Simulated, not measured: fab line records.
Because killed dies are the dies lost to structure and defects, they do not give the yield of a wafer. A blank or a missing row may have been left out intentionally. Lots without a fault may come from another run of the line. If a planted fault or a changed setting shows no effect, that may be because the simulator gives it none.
Chamber matching -- flow n5-finfet -- N5_BEOL_M3_STRIP_66 on rie-diel-01 has 4 sister chambers
The step strips in CF4. 4 wafers are shown with their chamber, then 9 later ones without.

EACH WAFER AND ITS CHAMBER
wafer,chamber,showerhead-plenum-p-Torr (Torr)
L079.2,1,1.79
L084.2,0,1.73
L084.4,3,1.84
L084.6,2,1.82

WAFERS WITH NO CHAMBER GIVEN
wafer,showerhead-plenum-p-Torr (Torr)
L087.4,1.84
L087.5,1.73
L087.6,1.82
L092.3,1.73
L092.4,1.84
L092.5,1.84
L093.1,1.84
L093.3,1.78
L093.5,1.84

THE CHAMBER EACH PASSED THROUGH
wafer,from the rows above,in truth
L087.4,3,3
L087.5,0,0
L087.6,2,2
L092.3,0,0
L092.4,3,3
L092.5,3,3
L093.1,3,3
L093.3,1,1
L093.5,3,3
Correct placement for 9 of the 9. Can't be placed from these rows: 0. Number placed wrongly: 0.
How it was worked out, from the rows above alone: a wafer's distance from a chamber is the root of the sum, over the readings, of the square of ((its reading less the chamber's mean) divided by the reading's scatter). The wafer belongs to the nearest chamber; if the next one is less than 2 further off, it can't be placed. The mean given for a chamber averages the wafers shown for that chamber. The scatter: with one shown wafer a chamber, the root of the mean of the squares of how far each hidden wafer lies from its nearest shown one.
